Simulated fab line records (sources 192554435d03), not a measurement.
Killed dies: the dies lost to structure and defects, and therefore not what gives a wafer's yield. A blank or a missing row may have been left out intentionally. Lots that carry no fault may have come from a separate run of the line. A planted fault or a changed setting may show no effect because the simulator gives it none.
Chamber matching :: flow n5 finfet :: 4 sister chambers for N5_BEOL_M11_STRIP_19 on rie diel-02
The step strips in O2. 8 wafers are shown with their chamber, then 12 later ones without.

EACH WAFER AND ITS CHAMBER
wafer: L080.3
chamber: 0
showerhead plenum p Torr (Torr): 2.02
throttle valve pct (%): 16.61

wafer: L080.6
chamber: 3
showerhead plenum p Torr (Torr): 1.95
throttle valve pct (%): 16.78

wafer: L084.1
chamber: 0
showerhead plenum p Torr (Torr): 2.01
throttle valve pct (%): 16.60

wafer: L084.2
chamber: 3
showerhead plenum p Torr (Torr): 1.95
throttle valve pct (%): 16.81

wafer: L084.3
chamber: 2
showerhead plenum p Torr (Torr): 2.08
throttle valve pct (%): 16.86

wafer: L084.4
chamber: 1
showerhead plenum p Torr (Torr): 2.19
throttle valve pct (%): 16.46

wafer: L084.5
chamber: 2
showerhead plenum p Torr (Torr): 2.08
throttle valve pct (%): 16.87

wafer: L084.6
chamber: 1
showerhead plenum p Torr (Torr): 2.19
throttle valve pct (%): 16.46

WAFERS WHOSE CHAMBER IS MISSING
wafer: L085.1
showerhead plenum p Torr (Torr): 1.95
throttle valve pct (%): 16.80

wafer: L085.2
showerhead plenum p Torr (Torr): 2.08
throttle valve pct (%): 16.84

wafer: L085.4
showerhead plenum p Torr (Torr): 2.01
throttle valve pct (%): 16.61

wafer: L087.1
showerhead plenum p Torr (Torr): 2.08
throttle valve pct (%): 16.85

wafer: L087.2
showerhead plenum p Torr (Torr): 2.01
throttle valve pct (%): 16.62

wafer: L087.4
showerhead plenum p Torr (Torr): 2.19
throttle valve pct (%): 16.49

wafer: L094.4
showerhead plenum p Torr (Torr): 2.01
throttle valve pct (%): 16.64

wafer: L094.5
showerhead plenum p Torr (Torr): 2.18
throttle valve pct (%): 16.52

wafer: L094.6
showerhead plenum p Torr (Torr): 2.20
throttle valve pct (%): 16.36

wafer: L096.2
showerhead plenum p Torr (Torr): 2.18
throttle valve pct (%): 16.52

wafer: L096.3
showerhead plenum p Torr (Torr): 2.01
throttle valve pct (%): 16.65

wafer: L096.4
showerhead plenum p Torr (Torr): 2.20
throttle valve pct (%): 16.37

CHAMBER TAKEN BY EACH
wafer: L085.1
from the rows above: 3
in truth: 3

wafer: L085.2
from the rows above: 2
in truth: 2

wafer: L085.4
from the rows above: 0
in truth: 0

wafer: L087.1
from the rows above: 2
in truth: 2

wafer: L087.2
from the rows above: 0
in truth: 0

wafer: L087.4
from the rows above: 1
in truth: 1

wafer: L094.4
from the rows above: 0
in truth: 0

wafer: L094.5
from the rows above: 1
in truth: 1

wafer: L094.6
from the rows above: 1
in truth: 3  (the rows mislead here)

wafer: L096.2
from the rows above: 1
in truth: 1

wafer: L096.3
from the rows above: 0
in truth: 0

wafer: L096.4
from the rows above: 1
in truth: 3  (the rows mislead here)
Correct placement for 10 of the 12. Left unplaced by these rows: 0. 2 placed wrongly.
How it was worked out, from the rows above alone: a wafer's distance from a chamber is the root of the sum, over the readings, of the square of ((its reading less the chamber's mean) divided by the reading's scatter). The wafer belongs to the nearest chamber; if the next one is less than 2 further off, it can't be placed. A chamber's mean is the mean of its shown wafers. The scatter is the square root of a quotient: the sum, over the shown wafers, of each reading's squared deviation from its chamber's mean, divided by wafers minus chambers.
